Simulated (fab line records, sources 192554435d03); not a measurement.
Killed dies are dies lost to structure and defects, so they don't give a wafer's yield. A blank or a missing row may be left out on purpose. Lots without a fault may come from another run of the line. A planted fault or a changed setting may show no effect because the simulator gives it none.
Which tool did it? | flow n5_finfet | 12 lots, 36 wafers sampled, at 1 step of a route of 1938

WHAT THE GAUGES READ, wafer by wafer
N5_BEOL_M9_OVL_MEAS_29.
lot  | measured     | on         | V8_OVL (nm)
L075 | day 9 18:38  | overlay-02 | 0.9 0.0 -1.0
L076 | day 10 11:06 | overlay-02 | 0.1 0.2 -0.6
L078 | day 10 22:09 | overlay-02 | -1.4 -0.1 -1.8
L083 | day 11 13:26 | overlay-02 | 1.3 0.7 0.2
L082 | day 11 23:05 | overlay-02 | 0.8 0.5 -0.3
L085 | day 12 18:58 | overlay-02 | -0.2 -1.3 -0.6
L089 | day 13 11:32 | overlay-01 | -0.4 -0.3 -0.5
L088 | day 13 17:31 | overlay-01 | -0.5 -1.4 0.7
L091 | day 14 13:42 | overlay-02 | 0.8 0.4 -0.6
L094 | day 14 22:50 | overlay-01 | 0.1 -0.2 0.0
L092 | day 15 17:56 | overlay-02 | 1.4 1.4 1.2
L097 | day 16 13:15 | overlay-02 | 0.6 -1.2 0.7

WHICH TOOL RAN EACH LOT (tool, then ch and the chambers of the sampled wafers, then the start)
The record holds no process step before these readings.

THE ANSWER, worked out from the rows above alone
Rule: what is usual is taken from the lots themselves. Put in order of their means at a reading, lots are off if they are a third of the lots or fewer, leave a main group of 4 or more, and stand apart from it by a gap of 3 or more times the standard deviation of the main group's means; of several such gaps the widest counts. A main group whose means are all the same, to the digits that the tables above print for the reading, isn't used. A lot without any number at a reading at which 4 lots or more have one is off too. The other lots that the step has rows for count as sound.
No lot is off at any reading shown: from this, nothing can be told.

WHAT THE SIMULATOR HAD PUT IN
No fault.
